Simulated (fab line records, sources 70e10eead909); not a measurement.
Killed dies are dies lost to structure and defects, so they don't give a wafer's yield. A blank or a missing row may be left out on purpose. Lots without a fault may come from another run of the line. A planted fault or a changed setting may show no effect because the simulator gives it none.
fab line records | flow nand_harc
record lots=6 wafers=18 last_day=31
route steps=1302 shown A_SOURCE_PLATE@418 A_ONON_D1@424 END@1302
lots that met no fault: from a run of the same line without faults
start_h: hours from the record's first day to the start of the lot's first wafer shown | wait_h: hours since the lot's step before | " the same as in the row above | L1.1+2: a row that stands for several wafers | - no value, or no start given | * or withheld: withheld | < > ~ a bound
route shown NAME@n: a module of which the file shows steps, and the number in the route of the first | usual: mean/standard deviation of fault-free wafers | same: alike in all rows | chamber/n: place in a boat | sites: the reading at each site | _std_site: their standard deviation | _edge_site: outer sites' mean less inner sites' | radius_mm: how far each site lies from the wafer's centre | mask NAME#n: copy n | behind: the tool/chamber that last shaped the wafer | hold: why the lot was held/for how many hours/how that ended | device: the transistor (n, p or np) that didn't switch | end of line: the same wafers' tests at the end of the route | a step without rows: its recipe alone | killed: dies lost to structure and defects at the first sort, not the wafer's yield | map: a wafer's dies, x killed, . not, _ none there
set.NAME: the setting as run; set.NAME@STEP: as run at that earlier step | model.NAME: the simulator's own value behind a step, which no gauge read
lots at some steps of the route; a table a step, a row a wafer
services: from which hour (start_h, from the record's first day; less than 0 if before it) a tool's chamber was out of use, for how many hours, and why
## steps
# step NHARC_A_SOURCE_PLATE_CVD_03
# recipe target_thk_a=2000 temp_c=620 pressure_mtorr=200 time_s=4000 material=poly-Si
# step NHARC_A_SOURCE_PLATE_ANNEAL_05
# recipe temp_c=850 time_s=1800
# step NHARC_A_SOURCE_PLATE_THK_MEAS_06
# recipe thk_meas_gauge=ellipsometry
# usual thk_nm=199.6/2.1
# columns lot.wafer tool chamber start_h wait_h thk_nm
L458.2 film_metro-01 - 174.86 0.4 199.9
L458.3 " - " " 198.5
L458.4 " - " " 199.2
L463.1 film_metro-02 - 221.16 0.4 200.0
L463.4 " - " " 196.2
L463.5 " - " " 197.7
L466.3 film_metro-01 - 245.24 0.4 198.0
L466.5 " - " " 199.7
L466.6 " - " " 195.7
L472.2 film_metro-02 - 308.57 0.4 200.7
L472.4 " - " " 200.5
L472.6 " - " " 203.1
L473.3 film_metro-01 - 323.96 0.4 196.4
L473.4 " - " " 197.8
L473.5 " - " " 197.2
L475.1 film_metro-01 - 341.99 0.4 200.7
L475.5 " - " " 198.6
L475.6 " - " " 199.9
# step NHARC_A_SOURCE_PLATE_INSPECT_08
# usual raw_defect_count=62/32
# columns lot.wafer tool chamber start_h wait_h raw_defect_count
L458.2 defect_inspect-02 - 174.97 0.0 27
L458.3 " - " " 46
L458.4 " - " " 38
L463.1 defect_inspect-01 - 221.22 0.0 39
L463.4 " - " " 133
L463.5 " - " " 49
L466.3 defect_inspect-01 - 245.35 0.0 93
L466.5 " - " " 106
L466.6 " - " " 70
L472.2 defect_inspect-01 - 308.64 0.0 48
L472.4 " - " " 73
L472.6 " - " " 53
L473.3 defect_inspect-01 - 324.02 0.0 132
L473.4 " - " " 104
L473.5 " - " " 66
L475.1 defect_inspect-02 - 342.05 0.0 44
L475.5 " - " " 61
L475.6 " - " " 96
# step NHARC_A_ONON_D1_DEP_00
# recipe target_thk_a=10000 n2_flow_sccm=2750 n2o_flow_sccm=2000 nh3_flow_sccm=500 sih4_flow_sccm=210 temp_c=400
# step NHARC_A_ONON_D1_THK_MEAS_02
# recipe thk_meas_gauge=ellipsometry
# usual thk_nm=998/13
# columns lot.wafer tool chamber start_h wait_h thk_nm
L458.2 film_metro-01 - 175.54 - 1004
L458.3 " - " " 1004
L458.4 " - " " 1006
L463.1 film_metro-01 - 221.79 - 986
L463.4 " - " " 988
L463.5 " - " " 988
L466.3 film_metro-02 - 245.92 - 1005
L466.5 " - " " 1007
L466.6 " - " " 1004
L472.2 film_metro-01 - 309.21 - 1024
L472.4 " - " " 1023
L472.6 " - " " 1024
L473.3 film_metro-02 - 324.60 - 989
L473.4 " - " " 987
L473.5 " - " " 988
L475.1 film_metro-02 - 342.63 - 1009
L475.5 " - " " 1009
L475.6 " - " " 1009
# step NHARC_A_ONON_D1_DEP_03
# recipe target_thk_a=10000 n2_flow_sccm=2750 n2o_flow_sccm=2000 nh3_flow_sccm=500 sih4_flow_sccm=210 temp_c=400
# step NHARC_A_ONON_D1_THK_MEAS_05
# recipe thk_meas_gauge=ellipsometry
# usual thk_nm=1001/9.3
# columns lot.wafer tool chamber start_h wait_h thk_nm
L458.2 film_metro-01 - 176.11 - 1007
L458.3 " - " " 1009
L458.4 " - " " 1006
L463.1 film_metro-02 - 222.35 - 1008
L463.4 " - " " 1007
L463.5 " - " " 1007
L466.3 film_metro-02 - 246.49 - 1008
L466.5 " - " " 1005
L466.6 " - " " 1009
L472.2 film_metro-02 - 309.78 - 1030
L472.4 " - " " 1029
L472.6 " - " " 1027
L473.3 film_metro-02 - 325.17 - 1008
L473.4 " - " " 1007
L473.5 " - " " 1007
L475.1 film_metro-02 - 343.19 - 1005
L475.5 " - " " 1006
L475.6 " - " " 1007
# step NHARC_A_ONON_D1_DEP_06
# recipe target_thk_a=10000 n2_flow_sccm=2750 n2o_flow_sccm=2000 nh3_flow_sccm=500 sih4_flow_sccm=210 temp_c=400
# step NHARC_A_ONON_D1_THK_MEAS_08
# recipe thk_meas_gauge=ellipsometry
# usual thk_nm=998/13
# columns lot.wafer tool chamber start_h wait_h thk_nm
L458.2 film_metro-01 - 176.68 - 1012
L458.3 " - " " 1011
L458.4 " - " " 1013
L463.1 film_metro-02 - 222.93 - 968
L463.4 " - " " 970
L463.5 " - " " 970
L466.3 film_metro-01 - 247.05 - 996
L466.5 " - " " 995
L466.6 " - " " 995
L472.2 film_metro-01 - 310.35 - 1005
L472.4 " - " " 1004
L472.6 " - " " 1005
L473.3 film_metro-01 - 325.73 - 995
L473.4 " - " " 996
L473.5 " - " " 994
L475.1 film_metro-01 - 343.76 - 1017
L475.5 " - " " 1017
L475.6 " - " " 1017
# step NHARC_A_ONON_D1_DEP_09
# recipe target_thk_a=10000 n2_flow_sccm=2750 n2o_flow_sccm=2000 nh3_flow_sccm=500 sih4_flow_sccm=210 temp_c=400
# usual n2_flow_sccm=2750/7.9
# columns lot.wafer tool chamber start_h wait_h n2_flow_sccm
L458.2 pecvd_onon-04 0 176.79 0.1 2737
L458.3 " 0 " " 2748
L458.4 " 0 " " 2750
L463.1 pecvd_onon-01 0 222.99 0.1 2739
L463.4 " 0 " " 2743
L463.5 " 0 " " 2751
L466.3 pecvd_onon-01 0 247.23 0.2 2755
L466.5 " 0 " " 2751
L466.6 " 0 " " 2755
L472.2 pecvd_onon-04 0 310.46 0.1 2755
L472.4 " 0 " " 2765
L472.6 " 0 " " 2756
L473.3 pecvd_onon-01 0 325.90 0.2 2749
L473.4 " 0 " " 2748
L473.5 " 0 " " 2739
L475.1 pecvd_onon-04 0 343.81 0.1 2750
L475.5 " 0 " " 2754
L475.6 " 0 " " 2765
# step NHARC_A_ONON_D1_THK_MEAS_11
# recipe thk_meas_gauge=ellipsometry
# usual thk_nm=995/10
# columns lot.wafer tool chamber start_h wait_h thk_nm
L458.2 film_metro-01 - 177.24 - 985
L458.3 " - " " 987
L458.4 " - " " 986
L463.1 film_metro-02 - 223.50 - 621
L463.4 " - " " 620
L463.5 " - " " 622
L466.3 film_metro-02 - 247.62 - 624
L466.5 " - " " 622
L466.6 " - " " 625
L472.2 film_metro-02 - 310.91 - 989
L472.4 " - " " 990
L472.6 " - " " 989
L473.3 film_metro-02 - 326.30 - 973
L473.4 " - " " 974
L473.5 " - " " 974
L475.1 film_metro-02 - 344.33 - 984
L475.5 " - " " 984
L475.6 " - " " 983
# step NHARC_A_ONON_D1_DEP_12
# recipe target_thk_a=10000 n2_flow_sccm=2750 n2o_flow_sccm=2000 nh3_flow_sccm=500 sih4_flow_sccm=210 temp_c=400
# step NHARC_END_SORT_01
# recipe temp_c=25
# usual killed_at_array=52/18 killed_at_other=0.6/0.83 killed_at_periphery=4.3/2.8 killed_dies=57/19 killed_open=3.4/2 killed_short=2.5/1.7
# same gross_dies=677
# columns lot.wafer tool chamber start_h wait_h killed_at_array killed_at_other killed_at_periphery killed_dies killed_open killed_short
L463.1 prober-02 0 611.67 2.5 672 1 4 677 3 3
L463.4 prober-02 0 614.08 3.4 673 0 4 677 3 4
L463.5 prober-02 0 614.89 3.7 673 0 4 677 2 4
L466.3 prober-01 0 641.02 3.1 676 1 0 677 7 0
L466.5 prober-01 0 642.62 3.7 676 1 0 677 3 2
L466.6 prober-01 0 643.43 4.0 675 0 2 677 4 2
# killed by level:class
L463.1 A_ONON_D1:area_dep=626 A_CHANNEL_HOLE_D2:chamber_film_flake=34 A_CONTACT:chamber_film_flake=3 P_M1:chamber_film_flake=2 P_BONDPAD:chamber_film_flake=2 A_ONON_D1:geometric_particle:short=1 A_ONON_D1:geometric_particle:open=1 A_CHANNEL_FILL_D1:geometric_particle:short=1
L463.4 A_ONON_D1:area_dep=629 A_CHANNEL_HOLE_D2:chamber_film_flake=31 A_CHANNEL_FILL_D2:geometric_particle:short=3 A_CONTACT:chamber_film_flake=3 A_WL_FILL:geometric_particle:open=2 P_GATE:chamber_film_flake=2 A_CHANNEL_HOLE_D1:chamber_film_flake=2 A_ONON_D2:geometric_particle:short=1
L463.5 A_ONON_D1:area_dep=629 A_CHANNEL_HOLE_D2:chamber_film_flake=32 A_CONTACT:geometric_particle:short=2 P_ZERO_WELL:chamber_film_flake=2 A_CHANNEL_HOLE_D1:chamber_film_flake=2 A_DECK1_JOINT:chamber_film_flake=2 A_CHANNEL_FILL_D1:geometric_particle:short=1 A_ONON_D2:geometric_particle:open=1
L466.3 A_ONON_D1:area_dep=608 A_CHANNEL_HOLE_D1:chamber_film_flake=36 A_CHANNEL_HOLE_D2:chamber_film_flake=8 A_CONTACT:chamber_film_flake=6 A_DECK1_JOINT:chamber_film_flake=4 A_STAIRCASE:chamber_film_flake=4 A_CHANNEL_FILL_D2:chamber_film_flake=3 A_CHANNEL_FILL_D1:geometric_particle:open=1
L466.5 A_ONON_D1:area_dep=619 A_CHANNEL_HOLE_D1:chamber_film_flake=27 A_CHANNEL_HOLE_D2:chamber_film_flake=9 A_STAIRCASE:chamber_film_flake=7 A_CHANNEL_FILL_D2:chamber_film_flake=3 A_ONON_D1:geometric_particle:open=2 A_WL_FILL:chamber_film_flake=2 A_CHANNEL_HOLE_D1:geometric_particle:short=1
L466.6 A_ONON_D1:area_dep=600 A_CHANNEL_HOLE_D1:chamber_film_flake=36 A_STAIRCASE:chamber_film_flake=18 A_CHANNEL_HOLE_D2:chamber_film_flake=7 A_DECK1_JOINT:chamber_film_flake=3 P_GATE:geometric_particle:open=2 A_ZERO_WELL:chamber_film_flake=2 A_CONTACT:chamber_film_flake=2
# map L463.1 (x killed, . not)
____________x____________
_________xxxxxxx_________
_______xxxxxxxxxxx_______
______xxxxxxxxxxxxx______
_____xxxxxxxxxxxxxxx_____
____xxxxxxxxxxxxxxxxx____
____xxxxxxxxxxxxxxxxx____
___xxxxxxxxxxxxxxxxxxx___
___xxxxxxxxxxxxxxxxxxx___
__xxxxxxxxxxxxxxxxxxxxx__
__xxxxxxxxxxxxxxxxxxxxx__
_xxxxxxxxxxxxxxxxxxxxxxx_
_xxxxxxxxxxxxxxxxxxxxxxx_
_xxxxxxxxxxxxxxxxxxxxxxx_
_xxxxxxxxxxxxxxxxxxxxxxx_
_xxxxxxxxxxxxxxxxxxxxxxx_
xxxxxxxxxxxxxxxxxxxxxxxxx
xxxxxxxxxxxxxxxxxxxxxxxxx
xxxxxxxxxxxxxxxxxxxxxxxxx
xxxxxxxxxxxxxxxxxxxxxxxxx
xxxxxxxxxxxxxxxxxxxxxxxxx
_xxxxxxxxxxxxxxxxxxxxxxx_
_xxxxxxxxxxxxxxxxxxxxxxx_
_xxxxxxxxxxxxxxxxxxxxxxx_
_xxxxxxxxxxxxxxxxxxxxxxx_
_xxxxxxxxxxxxxxxxxxxxxxx_
__xxxxxxxxxxxxxxxxxxxxx__
__xxxxxxxxxxxxxxxxxxxxx__
___xxxxxxxxxxxxxxxxxxx___
___xxxxxxxxxxxxxxxxxxx___
____xxxxxxxxxxxxxxxxx____
____xxxxxxxxxxxxxxxxx____
_____xxxxxxxxxxxxxxx_____
______xxxxxxxxxxxxx______
_______xxxxxxxxxxx_______
_________xxxxxxx_________
____________x____________
# map L466.3 (x killed, . not)
____________x____________
_________xxxxxxx_________
_______xxxxxxxxxxx_______
______xxxxxxxxxxxxx______
_____xxxxxxxxxxxxxxx_____
____xxxxxxxxxxxxxxxxx____
____xxxxxxxxxxxxxxxxx____
___xxxxxxxxxxxxxxxxxxx___
___xxxxxxxxxxxxxxxxxxx___
__xxxxxxxxxxxxxxxxxxxxx__
__xxxxxxxxxxxxxxxxxxxxx__
_xxxxxxxxxxxxxxxxxxxxxxx_
_xxxxxxxxxxxxxxxxxxxxxxx_
_xxxxxxxxxxxxxxxxxxxxxxx_
_xxxxxxxxxxxxxxxxxxxxxxx_
_xxxxxxxxxxxxxxxxxxxxxxx_
xxxxxxxxxxxxxxxxxxxxxxxxx
xxxxxxxxxxxxxxxxxxxxxxxxx
xxxxxxxxxxxxxxxxxxxxxxxxx
xxxxxxxxxxxxxxxxxxxxxxxxx
xxxxxxxxxxxxxxxxxxxxxxxxx
_xxxxxxxxxxxxxxxxxxxxxxx_
_xxxxxxxxxxxxxxxxxxxxxxx_
_xxxxxxxxxxxxxxxxxxxxxxx_
_xxxxxxxxxxxxxxxxxxxxxxx_
_xxxxxxxxxxxxxxxxxxxxxxx_
__xxxxxxxxxxxxxxxxxxxxx__
__xxxxxxxxxxxxxxxxxxxxx__
___xxxxxxxxxxxxxxxxxxx___
___xxxxxxxxxxxxxxxxxxx___
____xxxxxxxxxxxxxxxxx____
____xxxxxxxxxxxxxxxxx____
_____xxxxxxxxxxxxxxx_____
______xxxxxxxxxxxxx______
_______xxxxxxxxxxx_______
_________xxxxxxx_________
____________x____________
## services
# columns tool chamber start_h hours kind
pecvd_onon-01 - 269.21 13.0 pm
pecvd_onon-04 - 311.00 13.0 pm
## key
first_sign step=NHARC_A_ONON_D1_THK_MEAS_11 reading=thk_nm direction=down sigmas=37 usual=995 struck=622
effect step=NHARC_END_SORT_01 reading=killed_at_array direction=up sigmas=34 usual=52 struck=674
more_kills_born_at NHARC_A_ONON_D1_DEP_09@pecvd_onon-01=3711
met_at NHARC_A_ONON_D1_DEP_09
struck_wafers L463.1,L463.4,L463.5,L466.3,L466.5,L466.6
later_rows_left_out L463.1,L463.4,L463.5,L466.3,L466.5,L466.6
tester_left_out L463,L466
fault kind=process_parameter_drift tool=pecvd_onon-01 chamber=- onset_h=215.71 steps=NHARC_A_ONON_D1_DEP_09 channel=target_thk_a offset=* shape=step end_h=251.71 acts_in=* stated=*
# tester_left_out: of these lots the tester's yield and bins aren't shown, on N5 and GAA mostly nor the transistor test; their killed dies are dies lost to structure and defects alone, not to doping, threshold or leakage, so they don't give the yield
# later_rows_left_out: the simulator's readings of these wafers behind a module that went badly wrong aren't trusted and aren't shown, but for the sort
